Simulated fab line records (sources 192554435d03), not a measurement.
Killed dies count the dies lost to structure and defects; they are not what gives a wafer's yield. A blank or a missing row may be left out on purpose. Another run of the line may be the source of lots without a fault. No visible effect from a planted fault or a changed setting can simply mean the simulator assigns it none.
fab line records	flow n5_finfet
record lots=6	wafers=18	last_day=18
route steps=1938 shown HKMG_FIN@394 BEOL_M4@1111
lots that met no fault: taken from a fault-free run of the same line
start_h: hours from the record's opening day to when the first of the lot's shown wafers began	wait_h: hours from the lot's prior step to this one	" the same as in the row above	L1.1+2: a row that stands for several wafers	- either no value or no given start	* or withheld: withheld	< > ~ a bound
route shown NAME@n: NAME is a module with steps in the file, n the number in the route of the first one	usual: mean/standard deviation taken from wafers without a fault	same: alike in all rows	chamber/n: place in a boat	sites: readings site by site	_std_site: how widely they spread, as a standard deviation	_edge_site: inner sites' mean taken away from outer sites' mean	radius_mm: how far each site lies from the wafer's centre	mask NAME#n: copy n	behind: the tool/chamber that last shaped the wafer	hold: what put the lot on hold/how long, in hours/how the hold closed	device: transistor that didn't switch, given as n, p or np	end of line: at the end of the route, the tests of the same wafers	step lacking rows: just its recipe	killed: dies lost to structure and defects at the first sort, not the wafer's yield	map: per-die view of a wafer (x killed, . not killed, _ where there is no die)
set.NAME: the setting as run; set.NAME@STEP: as run at that earlier step	model.NAME: the simulator's own value behind a step, which no gauge read
lots at some steps of the route; a table a step, a row a wafer
services: when a tool's chamber went out of use (start_h, in hours from the record's first day, below 0 if earlier), for how many hours, and the reason
## steps
# step N5_HKMG_FIN_SOFTBAKE_44
# recipe temp_c=110	time_s=60	resist=CAR-ArF
# step N5_HKMG_FIN_EXPOSE_46
# recipe mask_id=NDIPOLE	na=1.35	source_shape=conventional	sigma_outer=0.8	polarization=unpolarized	dose_mj=40
# step N5_HKMG_FIN_PEB_47
# recipe peb_temp_c=withheld	peb_time_s=60	resist=CAR-ArF
# step N5_HKMG_FIN_DEVELOP_48
# recipe develop_time_s=30	developer=TMAH	resist=CAR-ArF	rinse_liquid=diw	dry=air_spin	dev_temp_c=23
# step N5_HKMG_FIN_CD_MEAS_49
# recipe target_cd_nm=202	landing_energy_ev=500	detector=se_inlens	polarity=opening
# usual cd_nm=202.1/0.62
lot.wafer	tool	chamber	start_h	wait_h	cd_nm
L597.1	cd_sem-02	0	112.31	-	202.5
L597.4	"	0	"	"	202.2
L597.5	"	0	"	"	202.0
L601.1	cd_sem-03	0	139.76	-	200.9
L601.2	"	0	"	"	201.2
L601.5	"	0	"	"	201.2
L604.3	cd_sem-02	0	156.60	-	201.9
L604.5	"	0	"	"	202.8
L604.6	"	0	"	"	202.1
L606.1	cd_sem-03	0	166.61	-	202.0
L606.2	"	0	"	"	200.6
L606.4	"	0	"	"	201.8
L611.1	cd_sem-01	0	198.44	-	201.9
L611.3	"	0	"	"	202.5
L611.5	"	0	"	"	202.1
L613.2	cd_sem-01	0	207.36	-	202.2
L613.4	"	0	"	"	202.4
L613.6	"	0	"	"	203.0
# step N5_HKMG_FIN_OVL_MEAS_50
# recipe points_per_wafer=44
# usual NDIPOLE_OVL=0.4/0.92
# same points_per_wafer=44
lot.wafer	tool	chamber	start_h	wait_h	NDIPOLE_OVL[nm]
L597.1	overlay-02	0	112.34	0.0	0.5
L597.4	"	0	"	"	1.3
L597.5	"	0	"	"	0.0
L601.1	overlay-02	0	139.79	0.0	1.6
L601.2	"	0	"	"	1.4
L601.5	"	0	"	"	2.0
L604.3	overlay-01	0	156.63	0.0	-0.7
L604.5	"	0	"	"	-0.6
L604.6	"	0	"	"	-0.3
L606.1	overlay-02	0	166.64	0.0	-0.7
L606.2	"	0	"	"	-0.7
L606.4	"	0	"	"	-1.8
L611.1	overlay-02	0	198.47	0.0	0.5
L611.3	"	0	"	"	-0.2
L611.5	"	0	"	"	-0.2
L613.2	overlay-02	0	207.39	0.0	0.3
L613.4	"	0	"	"	0.9
L613.6	"	0	"	"	-0.1
# step N5_HKMG_FIN_INSPECT_61
# recipe mode=adi	inspect_instrument=macro
# usual raw_defect_count=2.1/1.4
lot.wafer	tool	chamber	start_h	wait_h	raw_defect_count
L597.1	defect_inspect-01	-	112.36	0.0	0
L597.4	"	-	"	"	0
L597.5	"	-	"	"	0
L601.1	defect_inspect-01	-	139.81	0.0	2
L601.2	"	-	"	"	1
L601.5	"	-	"	"	2
L604.3	defect_inspect-01	-	156.65	0.0	1
L604.5	"	-	"	"	0
L604.6	"	-	"	"	6
L606.1	defect_inspect-01	-	166.66	0.0	1
L606.2	"	-	"	"	1
L606.4	"	-	"	"	3
L611.1	defect_inspect-01	-	198.49	0.0	2
L611.3	"	-	"	"	1
L611.5	"	-	"	"	5
L613.2	defect_inspect-02	-	207.41	0.0	1
L613.4	"	-	"	"	0
L613.6	"	-	"	"	2
# step N5_HKMG_FIN_DESCUM_53
# recipe chemistry=O2	time_s=7.9	source_power_w=50	bias_power_w=20	pressure_mtorr=20	rf_frequency_hz=2.712e+07	temp_c=40	resist=CAR-ArF	o2_flow_sccm=225
# usual drypump_motor_current_A=5.9/0.41	oes_product_au=0.79/0.09	rf_fwd_power_W=49.40/0.23	rf_vpp_V=243.4/1.3	showerhead_plenum_p_Torr=2.10/0.071	throttle_valve_pct=20.24/0.25
# same time_s=7.9
lot.wafer	tool	chamber	start_h	wait_h	drypump_motor_current_A	oes_product_au	rf_fwd_power_W	rf_hours_counter_h	rf_vpp_V	showerhead_plenum_p_Torr	throttle_valve_pct
L597.1	rie_diel-01	2	112.41	0.0	5.6	0.78	48.95	150	242.4	2.09	20.02
L597.4	"	3	"	"	6.2	0.89	49.27	23	244.1	2.23	20.10
L597.5	"	0	"	"	6.2	0.69	49.47	-	243.9	2.14	20.15
L601.1	rie_diel-01	3	140.13	0.3	6.2	0.88	49.03	32	244.8	2.23	20.09
L601.2	"	2	"	"	5.6	0.77	49.56	159	243.8	2.08	20.03
L601.5	"	0	"	"	6.2	0.69	49.60	-	244.3	2.14	20.16
L604.3	rie_diel-02	1	156.68	0.0	4.8	0.70	49.71	222	242.5	1.99	20.33
L604.5	"	0	"	"	5.5	0.80	49.70	-	242.5	2.10	19.92
L604.6	"	1	"	"	4.8	0.70	49.69	-	241.8	1.99	20.32
L606.1	rie_diel-02	1	167.00	0.3	4.8	0.69	49.64	226	241.0	1.98	20.34
L606.2	"	3	"	"	5.8	0.80	49.10	89	243.4	2.11	20.38
L606.4	"	2	"	"	5.6	0.95	49.95	10	244.7	2.14	20.60
L611.1	rie_diel-02	2	198.53	0.0	5.7	0.93	49.21	20	244.2	2.14	20.62
L611.3	"	0	"	"	5.5	0.79	49.55	111	241.8	2.10	19.95
L611.5	"	0	"	"	5.5	0.79	49.64	-	242.6	2.10	19.97
L613.2	rie_diel-01	1	207.45	0.0	5.9	0.87	49.33	44	242.3	2.03	20.17
L613.4	"	3	"	"	6.2	0.84	49.05	61	245.3	2.22	20.14
L613.6	"	3	"	"	6.2	0.83	49.26	-	246.5	2.22	20.13
# step N5_HKMG_FIN_ETCH_54
# recipe chemistry=CF4	target=SiARC	target_depth_a=455	mask_material=CAR-ArF	time_s=75.8	ion_energy_ev=80	pressure_mtorr=40	source_w=545	bias_w=36	Ar_flow_sccm=100	cf4_flow_sccm=100	ends=cleared
# usual cf4_flow_sccm=100.02/0.29	drypump_motor_current_A=5.9/0.42	etch_rf_on_time_s=75.2/0.97	oes_product_au=0.68/0.079	rf_fwd_power_W=539.2/2.1	rf_vpp_V=184.0/1.1	showerhead_plenum_p_Torr=2.15/0.067	throttle_valve_pct=15.45/0.24
lot.wafer	tool	chamber	start_h	wait_h	cf4_flow_sccm	drypump_motor_current_A	etch_rf_on_time_s	oes_product_au	rf_fwd_power_W	rf_hours_counter_h	rf_vpp_V	showerhead_plenum_p_Torr	throttle_valve_pct
L597.1	rie_diel-01	2	112.45	0.0	99.88	5.6	75.0	0.67	540.0	150	183.1	2.14	15.32
L597.4	"	3	"	"	99.77	6.2	73.9	0.77	539.9	23	184.9	2.27	15.20
L597.5	"	0	"	"	99.69	6.2	75.9	0.60	538.8	-	184.2	2.19	15.46
L601.1	rie_diel-01	3	140.17	0.0	100.24	6.2	75.2	0.76	537.5	32	184.9	2.26	15.23
L601.2	"	2	"	"	100.11	5.6	74.8	0.66	543.2	159	184.6	2.14	15.32
L601.5	"	0	"	"	100.60	6.2	75.8	0.59	538.8	-	185.8	2.19	15.51
L604.3	rie_diel-02	1	156.72	0.0	100.21	4.8	75.3	0.59	539.4	222	181.4	2.04	15.56
L604.5	"	0	"	"	99.72	5.5	74.8	0.68	539.9	-	185.1	2.16	15.19
L604.6	"	1	"	"	99.76	4.8	75.6	0.59	539.6	-	182.1	2.04	15.56
L606.1	rie_diel-02	1	167.03	0.0	100.19	4.8	74.4	0.59	538.8	226	181.6	2.04	15.58
L606.2	"	3	"	"	100.54	5.9	75.8	0.68	535.7	89	185.3	2.16	15.60
L606.4	"	2	"	"	100.18	5.6	74.7	0.82	540.9	10	184.4	2.19	15.70
L611.1	rie_diel-02	2	198.56	0.0	100.19	5.6	75.0	0.80	539.1	20	184.3	2.19	15.73
L611.3	"	0	"	"	100.22	5.5	75.5	0.68	541.0	111	183.5	2.15	15.22
L611.5	"	0	"	"	99.70	5.5	75.6	0.67	541.2	-	184.4	2.15	15.21
L613.2	rie_diel-01	1	207.48	0.0	99.61	5.9	74.4	0.74	538.1	44	183.5	2.09	15.37
L613.4	"	3	"	"	99.89	6.2	74.4	0.72	533.4	61	186.1	2.26	15.29
L613.6	"	3	"	"	100.07	6.2	75.0	0.71	537.2	-	185.3	2.25	15.26
# step N5_HKMG_FIN_ETCH_55
# recipe chemistry=N2/H2	target=SOC	target_depth_a=2400	temp_c=40	time_s=300	ion_energy_ev=200	mask_material=SiARC	pressure_mtorr=30	source_w=840	bias_w=150	n2_flow_sccm=200	h2_flow_sccm=200
# usual drypump_motor_current_A=5.9/0.42	oes_product_au=0.79/0.091	rf_fwd_power_W=837.9/2.7	rf_vpp_V=524.2/2.6	showerhead_plenum_p_Torr=2.56/0.083	throttle_valve_pct=17.70/0.22
# same time_s=300
lot.wafer	tool	chamber	start_h	wait_h	drypump_motor_current_A	oes_product_au	rf_fwd_power_W	rf_hours_counter_h	rf_vpp_V	showerhead_plenum_p_Torr	throttle_valve_pct
L597.1	rie_diel-01	2	112.50	0.0	5.6	0.78	842.0	150	522.6	2.54	17.57
L597.4	"	3	"	"	6.2	0.91	836.1	23	527.3	2.70	17.49
L597.5	"	0	"	"	6.2	0.70	834.5	-	526.7	2.61	17.66
L601.1	rie_diel-01	3	140.22	0.0	6.2	0.89	834.7	32	526.1	2.70	17.49
L601.2	"	2	"	"	5.6	0.77	834.1	159	524.2	2.54	17.59
L601.5	"	0	"	"	6.2	0.69	841.2	-	524.0	2.61	17.68
L604.3	rie_diel-02	1	156.77	0.0	4.8	0.70	835.6	222	520.6	2.41	17.86
L604.5	"	0	"	"	5.5	0.80	840.3	-	524.2	2.56	17.50
L604.6	"	1	"	"	4.8	0.70	838.8	-	520.3	2.41	17.85
L606.1	rie_diel-02	1	167.09	0.0	4.8	0.69	837.9	226	519.5	2.41	17.88
L606.2	"	3	"	"	5.9	0.80	835.5	89	524.7	2.57	17.79
L606.4	"	2	"	"	5.6	0.96	840.7	10	525.9	2.60	17.90
L611.1	rie_diel-02	2	198.62	0.0	5.6	0.92	840.4	20	525.7	2.60	17.92
L611.3	"	0	"	"	5.5	0.80	839.8	111	523.9	2.56	17.52
L611.5	"	0	"	"	5.5	0.79	843.3	-	523.3	2.56	17.53
L613.2	rie_diel-01	1	207.54	0.0	5.9	0.86	838.8	44	522.4	2.48	17.69
L613.4	"	3	"	"	6.2	0.83	838.9	61	528.5	2.69	17.53
L613.6	"	3	"	"	6.2	0.83	836.2	-	528.5	2.69	17.54
# step N5_HKMG_FIN_STRIP_56
# recipe chemistry=N2/H2	temp_c=40	n2_flow_sccm=200	h2_flow_sccm=200	rf_frequency_hz=6e+07
# step N5_HKMG_FIN_STRIP_57
# recipe chemistry=CF4	resist=SiARC	power_w=300	bias_power_w=75	pressure_mtorr=50	cf4_flow_sccm=150	rf_frequency_hz=6e+07
# usual cf4_flow_sccm=150.0/0.44	drypump_motor_current_A=5.9/0.42	oes_product_au=0.78/0.084	rf_fwd_power_W=293.8/1.2	rf_vpp_V=271.4/1.4	showerhead_plenum_p_Torr=1.80/0.055	throttle_valve_pct=13.43/0.25
lot.wafer	tool	chamber	start_h	wait_h	cf4_flow_sccm	drypump_motor_current_A	oes_product_au	rf_fwd_power_W	rf_hours_counter_h	rf_vpp_V	showerhead_plenum_p_Torr	throttle_valve_pct
L597.1	rie_diel-01	2	112.70	0.0	150.2	5.6	0.77	294.6	150	271.7	1.79	13.29
L597.4	"	3	"	"	150.8	6.2	0.89	295.3	23	273.8	1.90	13.16
L597.5	"	0	"	"	150.3	6.2	0.69	-	-	271.9	1.83	13.49
L601.1	rie_diel-01	3	140.41	0.0	150.5	6.2	0.86	292.7	32	273.4	1.89	13.19
L601.2	"	2	"	"	149.4	5.6	0.76	292.6	159	272.6	1.79	13.32
L601.5	"	0	"	"	150.4	6.2	0.69	-	-	271.8	1.83	13.53
L604.3	rie_diel-02	1	156.96	0.0	149.4	4.8	0.69	294.8	222	269.4	1.71	13.57
L604.5	"	0	"	"	150.0	5.5	0.79	296.4	-	271.4	1.80	13.15
L604.6	"	1	"	"	150.3	4.9	0.68	293.3	-	269.7	1.71	13.58
L606.1	rie_diel-02	1	167.28	0.0	149.6	4.8	0.69	294.7	226	268.9	1.71	13.60
L606.2	"	3	"	"	149.9	5.9	0.79	293.4	89	272.9	1.81	13.54
L606.4	"	2	"	"	149.7	5.6	0.94	294.9	10	271.3	1.84	13.63
L611.1	rie_diel-02	2	198.81	0.0	150.1	5.7	0.91	294.0	20	272.0	1.84	13.68
L611.3	"	0	"	"	149.8	5.5	0.78	294.8	111	270.4	1.80	13.19
L611.5	"	0	"	"	150.2	5.5	0.77	295.4	-	271.4	1.80	13.19
L613.2	rie_diel-01	1	207.73	0.0	150.2	5.9	0.86	292.3	44	269.5	1.75	13.35
L613.4	"	3	"	"	150.4	6.2	0.83	291.6	61	274.8	1.89	13.23
L613.6	"	3	"	"	150.9	6.2	0.82	294.6	-	272.1	1.89	13.25
# step N5_HKMG_FIN_ETCH_58
# recipe chemistry=N2/H2	target=SOC	target_depth_a=2158	ion_energy_ev=50	bias_w=13	time_s=741	pressure_mtorr=30	source_w=875	n2_flow_sccm=200	h2_flow_sccm=200
# usual drypump_motor_current_A=5.9/0.41	oes_product_au=0.79/0.091	rf_fwd_power_W=874.0/2.6	rf_vpp_V=99.2/0.81	showerhead_plenum_p_Torr=2.56/0.083	throttle_valve_pct=17.66/0.23
# same time_s=741
lot.wafer	tool	chamber	start_h	wait_h	drypump_motor_current_A	oes_product_au	rf_fwd_power_W	rf_hours_counter_h	rf_vpp_V	showerhead_plenum_p_Torr	throttle_valve_pct	model.SOC_of_HKMG_FIN_COAT_41.thk_nm	model.HKMG_FIN.feature_depth_nm	model.etch.depth_nm
L597.1	rie_diel-01	2	112.72	0.0	5.6	0.79	867.9	150	98.8	2.54	17.52	81.8	218.8	218.9
L597.4	"	3	"	"	6.2	0.91	877.1	23	99.1	2.70	17.44	80.8	220.2	220.2
L597.5	"	0	"	"	6.1	0.69	877.5	-	99.9	2.61	17.62	84	215.8	215.8
L601.1	rie_diel-01	3	140.43	0.0	6.2	0.88	869.3	33	100.8	2.70	17.45	80.8	219	219.1
L601.2	"	2	"	"	5.6	0.77	873.2	160	99.9	2.54	17.52	82.8	216.4	216.4
L601.5	"	0	"	"	6.2	0.69	877.5	-	99.5	2.61	17.65	85	214	214
L604.3	rie_diel-02	1	156.98	0.0	4.8	0.70	870.9	223	99.4	2.41	17.82	80.6	218.8	218.7
L604.5	"	0	"	"	5.5	0.81	873.7	-	100.9	2.56	17.45	78	221.2	221.2
L604.6	"	1	"	"	4.8	0.70	872.1	-	98.7	2.41	17.82	79	220.6	220.5
L606.1	rie_diel-02	1	167.30	0.0	4.8	0.78	1081.9	226	91.7	2.41	17.84	41.4	259.2	259.1
L606.2	"	3	"	"	5.9	0.90	1084.3	89	92.8	2.57	17.76	43.4	256.8	256.9
L606.4	"	2	"	"	5.6	1.08	1083.4	10	91.5	2.60	17.86	41.2	260.2	260.1
L611.1	rie_diel-02	2	198.83	0.0	5.7	1.05	1084.9	20	91.4	2.60	17.88	38	262.4	262.4
L611.3	"	0	"	"	5.5	0.90	1083.9	111	91.0	2.56	17.48	38.2	262.2	262.3
L611.5	"	0	"	"	5.5	0.89	1085.6	-	91.6	2.56	17.47	40	260.2	260.2
L613.2	rie_diel-01	1	207.75	0.0	5.9	0.88	878.0	44	99.6	2.48	17.65	76.4	223.2	223.3
L613.4	"	3	"	"	6.2	0.85	874.9	61	99.8	2.69	17.50	77.4	221.2	221.2
L613.6	"	3	"	"	6.2	0.84	875.2	-	100.0	2.69	17.51	79.6	219.6	219.6
# step N5_HKMG_FIN_STRIP_93
# recipe chemistry=N2/H2	material=SOC	time_s=20	power_w=500	temp_c=40	pressure_mtorr=50	rf_frequency_hz=6e+07	bias_power_w=8	h2_frac=0.5	n2_flow_sccm=300	h2_flow_sccm=300
# usual drypump_motor_current_A=5.9/0.42	oes_product_au=0.79/0.091	rf_fwd_power_W=495.9/1.9	rf_vpp_V=54.3/0.87	showerhead_plenum_p_Torr=3.38/0.11	throttle_valve_pct=18.92/0.26
# same time_s=20
lot.wafer	tool	chamber	start_h	wait_h	drypump_motor_current_A	oes_product_au	rf_fwd_power_W	rf_hours_counter_h	rf_vpp_V	showerhead_plenum_p_Torr	throttle_valve_pct	model.SOC_of_HKMG_FIN_COAT_41.thk_nm
L597.1	rie_diel-01	2	113.14	0.2	5.6	0.78	496.0	150	53.6	3.36	18.81	71.4
L597.4	"	3	"	"	6.2	0.91	493.1	23	55.0	3.56	18.75	70.4
L597.5	"	0	"	"	6.2	0.70	497.0	-	54.3	3.45	18.71	73.6
L601.1	rie_diel-01	3	140.86	0.2	6.2	0.89	492.9	33	53.6	3.56	18.75	70.4
L601.2	"	2	"	"	5.6	0.77	496.8	160	56.0	3.35	18.83	72.4
L601.5	"	0	"	"	6.2	0.69	495.6	-	54.0	3.44	18.73	74.8
L604.3	rie_diel-02	1	157.41	0.2	4.8	0.71	494.9	223	54.0	3.20	19.27	70.2
L604.5	"	0	"	"	5.5	0.81	495.5	-	54.1	3.38	18.85	67.6
L604.6	"	1	"	"	4.8	0.70	494.6	-	52.3	3.20	19.27	68.6
L606.1	rie_diel-02	1	167.73	0.2	4.8	0.70	499.2	226	53.7	3.19	19.25	31
L606.2	"	3	"	"	5.8	0.80	493.0	90	54.8	3.39	18.88	33.2
L606.4	"	2	"	"	5.6	0.97	494.4	11	53.7	3.43	18.91	30.8
L611.1	rie_diel-02	2	199.25	0.2	5.7	0.94	497.0	20	55.6	3.43	18.91	27.6
L611.3	"	0	"	"	5.5	0.79	495.5	112	55.9	3.38	18.85	28
L611.5	"	0	"	"	5.5	0.79	497.9	-	53.6	3.38	18.85	29.6
L613.2	rie_diel-01	1	208.17	0.2	5.9	0.87	495.4	44	54.8	3.28	19.06	66
L613.4	"	3	"	"	6.2	0.83	495.0	61	54.1	3.54	18.80	67.2
L613.6	"	3	"	"	6.2	0.84	491.8	-	53.4	3.54	18.79	69.2
# step N5_HKMG_FIN_WET_ETCH_76
# recipe chemistry=dNH4OH	mix=1:50	temp_c=25	target=Al2O3	stop_on=La2O3	target_depth_nm=2.25	dry=ipa_marangoni	rinse_time_s=30	rinse_temp_c=23
# step N5_BEOL_M4_RC_MEAS_101
# usual DIBL_N=36.4/1.2	DIBL_P=36.1/1.6	IOFF_N=0.156/0.024	IOFF_P=0.21/0.031	ION_N=674/11	ION_P=463/6.9	SS_N=71.5/0.5	SS_P=73.2/0.55	VT_N=250.0/2.9	VT_P=-250/3.6
lot.wafer	tool	chamber	start_h	wait_h	DIBL_N[mV/V]	DIBL_P[mV/V]	IOFF_N[nA/um]	IOFF_P[nA/um]	ION_N[uA/um]	ION_P[uA/um]	SS_N[mV/dec]	SS_P[mV/dec]	VT_N[mV]	VT_P[mV]
L597.1	prober-02	0	195.83	0.0	37.4	37.2	0.192	0.26	690	480	71.0	74.1	246.9	-245
L597.4	"	0	"	"	36.2	35.9	0.174	0.22	694	472	71.1	74.0	248.1	-247
L597.5	"	0	"	"	36.4	36.8	0.175	0.26	692	478	70.6	74.5	248.4	-245
L601.1	prober-02	0	232.40	0.0	39.6	39.9	0.216	0.30	697	481	71.5	73.4	246.6	-245
L601.2	"	0	"	"	38.9	38.7	0.189	0.25	686	472	72.1	73.6	247.5	-247
L601.5	"	0	"	"	38.9	38.0	0.180	0.25	675	465	72.3	73.4	249.4	-246
L604.3	prober-02	0	244.21	0.3	36.5	35.6	0.168	0.19	685	453	71.2	73.4	250.4	-253
L604.5	"	0	"	"	35.4	34.0	0.138	0.17	663	452	71.2	72.5	250.0	-255
L604.6	"	0	"	"	36.7	35.7	0.170	0.19	685	460	71.6	73.4	247.7	-253
L606.1	prober-01	0	255.56	0.0	37.4	36.3	0.155	0.20	677	465	71.1	73.5	248.3	-249
L606.2	"	0	"	"	38.5	37.1	0.172	0.22	673	461	72.1	73.4	249.0	-252
L606.4	"	0	"	"	36.7	34.3	0.137	0.18	659	454	71.8	72.5	252.5	-251
L611.1	prober-02	0	300.83	0.0	36.3	35.0	0.132	0.18	678	460	70.2	72.7	252.7	-253
L611.3	"	0	"	"	35.9	34.9	0.130	0.17	667	454	71.5	72.4	253.0	-257
L611.5	"	0	"	"	36.5	35.0	0.133	0.18	671	462	71.3	73.5	252.2	-254
L613.2	prober-01	0	314.90	0.2	37.0	36.9	0.183	0.20	695	463	72.7	73.8	246.0	-251
L613.4	"	0	"	"	36.7	36.2	0.167	0.18	680	458	71.1	73.9	249.4	-254
L613.6	"	0	"	"	35.6	35.2	0.154	0.17	679	457	72.1	73.0	247.6	-254
## services
tool	chamber	start_h	hours	kind
rie_diel-02	2	108.20	-	clean
rie_diel-02	2	108.20	-	consumable_replace:focus_ring
rie_diel-02	2	108.20	21.8	scheduled_down
rie_diel-02	2	108.20	21.8	vent_cycle
rie_diel-01	1	121.69	7.3	repair
rie_diel-01	0	144.08	-	clean
rie_diel-01	0	144.08	-	consumable_replace:focus_ring
rie_diel-01	0	144.08	27.9	scheduled_down
rie_diel-01	0	144.08	27.9	vent_cycle
rie_diel-02	3	152.96	1.8	repair
rie_diel-01	1	172.82	7.6	repair
rie_diel-02	0	174.77	2.9	repair
## key
first_sign step=N5_HKMG_FIN_ETCH_58	reading=rf_fwd_power_W	direction=up	sigmas=81	usual=*	struck=*
effect step=N5_HKMG_FIN_ETCH_58	reading=rf_vpp_V	direction=down	sigmas=9.3	usual=99.2	struck=91.7
model_effect step=N5_HKMG_FIN_ETCH_58	value=SOC_of_HKMG_FIN_COAT_41.thk_nm	without=84	struck=40.37
model_effect step=N5_HKMG_FIN_STRIP_93	value=SOC_of_HKMG_FIN_COAT_41.thk_nm	without=73.67	struck=30.03
met_at N5_HKMG_FIN_ETCH_58
struck_wafers L606.1,L606.2,L606.4,L611.1,L611.3,L611.5
onset_between 156.98 167.30
fault kind=process_parameter_drift	tool=rie_diel-02	chamber=-	onset_h=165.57	steps=N5_HKMG_FIN_ETCH_58	channel=source_w	offset=210	shape=step	end_h=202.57	acts_in=these_recipes_only	stated=875
